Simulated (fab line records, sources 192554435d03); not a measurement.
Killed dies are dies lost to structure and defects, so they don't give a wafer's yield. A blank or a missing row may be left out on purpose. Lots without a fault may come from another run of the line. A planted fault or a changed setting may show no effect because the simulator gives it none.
Split-lot experiment | flow n5_finfet | 7 lots, 21 wafers read, on a route of 1938 steps

THE SPLIT
At N5_BEOL_M14_EXPOSE_07 (exposes mask V13), the setting dose_mj was moved away from the recipe's 57 on 4 of the 21 wafers read, by -5.6% to -1.9%. The other wafers ran this setting at the recipe's value.

FROM THE SPLIT TO THE READING: what the file shows between them, 11 steps
- N5_BEOL_M14_PEB_08: peb time 90 s
- N5_BEOL_M14_DEVELOP_09: develop time 45 s
- N5_BEOL_M14_HARDBAKE_14: time 120 s
- N5_BEOL_M14_CD_MEAS_10: target cd 250 nm
- N5_BEOL_M14_DESCUM_15: chemistry O2, time 7.9 s
- N5_BEOL_M14_ETCH_59: etches BARC in N2/H2, target depth 89 nm, overetch 26.7 nm, time 67.9 s
- N5_BEOL_M14_VIA_ETCH_16: etches SiO2 in C4F8/O2/Ar, target depth 1231.3 nm
- N5_BEOL_M14_STRIP_63: strips in O2
- N5_BEOL_M14_STRIP_64: strips in O2
- N5_BEOL_M14_STRIP_71: strips in post etch residue remover, time 60 s
- N5_BEOL_M14_SRD_72: time 30 s, dry time 30 s

THE READING
cd_nm, in nm, at N5_BEOL_M14_CD_MEAS_17 (target cd 250 nm). Fault-free wafers of this fab line usually give 250.2 nm, standard deviation 1.9 nm.

wafer  | tool, chamber at the split | dose_mj as run | against the recipe | cd_nm, nm | against lot-mates on the recipe
L075.3 | krf_scanner-01, 0          | 57             | recipe             | 251.8     | -
L075.5 | krf_scanner-01, 0          | 57             | recipe             | 251.9     | -
L075.6 | krf_scanner-01, 0          | 57             | recipe             | 251.7     | -
L074.1 | krf_scanner-01, 0          | 54.71          | -4.0%              | 245.0     | -4.1
L074.3 | krf_scanner-01, 0          | 57             | recipe             | 249.1     | -
L074.5 | krf_scanner-01, 0          | 57             | recipe             | 249.2     | -
L076.2 | krf_scanner-02, 0          | 57             | recipe             | 246.8     | -
L076.4 | krf_scanner-02, 0          | 57             | recipe             | 250.5     | -
L076.6 | krf_scanner-02, 0          | 53.8           | -5.6%              | 239.8     | -8.8
L077.1 | krf_scanner-01, 0          | 57             | recipe             | 247.6     | -
L077.2 | krf_scanner-01, 0          | 55.91          | -1.9%              | 243.6     | -3.2
L077.5 | krf_scanner-01, 0          | 57             | recipe             | 246.0     | -
L084.3 | krf_scanner-01, 0          | 57             | recipe             | 248.2     | -
L084.4 | krf_scanner-01, 0          | 57             | recipe             | 251.7     | -
L084.5 | krf_scanner-01, 0          | 57             | recipe             | 251.0     | -
L086.1 | krf_scanner-01, 0          | 57             | recipe             | 251.2     | -
L086.3 | krf_scanner-01, 0          | 54.75          | -3.9%              | 244.7     | -7.3
L086.5 | krf_scanner-01, 0          | 57             | recipe             | 252.8     | -
L096.4 | krf_scanner-02, 0          | 57             | recipe             | 250.5     | -
L096.5 | krf_scanner-02, 0          | 57             | recipe             | 248.8     | -
L096.6 | krf_scanner-02, 0          | 57             | recipe             | 248.0     | -

THE FIT
A straight line over all 21 wafers: cd_nm changes by +1.59 nm for each +1% of dose_mj; r = +0.80; the points scatter about the line by 2.1 nm.
The same after taking each lot's own level away (the mean of its wafers on the recipe; 21 wafers): +1.51 nm for each +1%; r = +0.91; scatter 1.2 nm.
On that fit, the largest move of dose_mj shifts the reading by 8.5 nm.
The lots' own levels span 246.80 to 252.00 nm, that is 2.7 times the standard deviation above.
So the lot-to-lot level blurs the effect unless lot-mates are compared.
Check: with one of the wafers moved furthest among these (-5.6%) left out of the fit, the line predicts -8.18 nm for it against its lot-mates. It came out at -8.85 nm against them.

OTHER SPLITS ON THESE WAFERS
These wafers also went through other splits before the reading. Each is held against what the fit with the lots' levels taken away leaves over:
other split on the same wafers | wafers away from the commonest value | r with cd_nm (lot level and that fit taken away)
N5_BEOL_M13_COAT_04 spin_rpm   | 6                                    | -0.24
N5_BEOL_M14_ILD_DEP_00 temp_c  | 7                                    | +0.13

THE WHOLE CHAIN: every reading that the file lists as answering this split, in the file's order
step                   | what it does     | reading | change (the file's fit)              | r (the file's)
N5_BEOL_M14_CD_MEAS_10 | target cd 250 nm | cd_nm   | +1.56 nm for each +1% of the setting | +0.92
N5_BEOL_M14_CD_MEAS_17 | target cd 250 nm | cd_nm   | +1.51 nm for each +1% of the setting | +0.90

THE FILE'S OWN FIT
cd_nm changes by +1.51 nm for each +1% of dose_mj, r = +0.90.
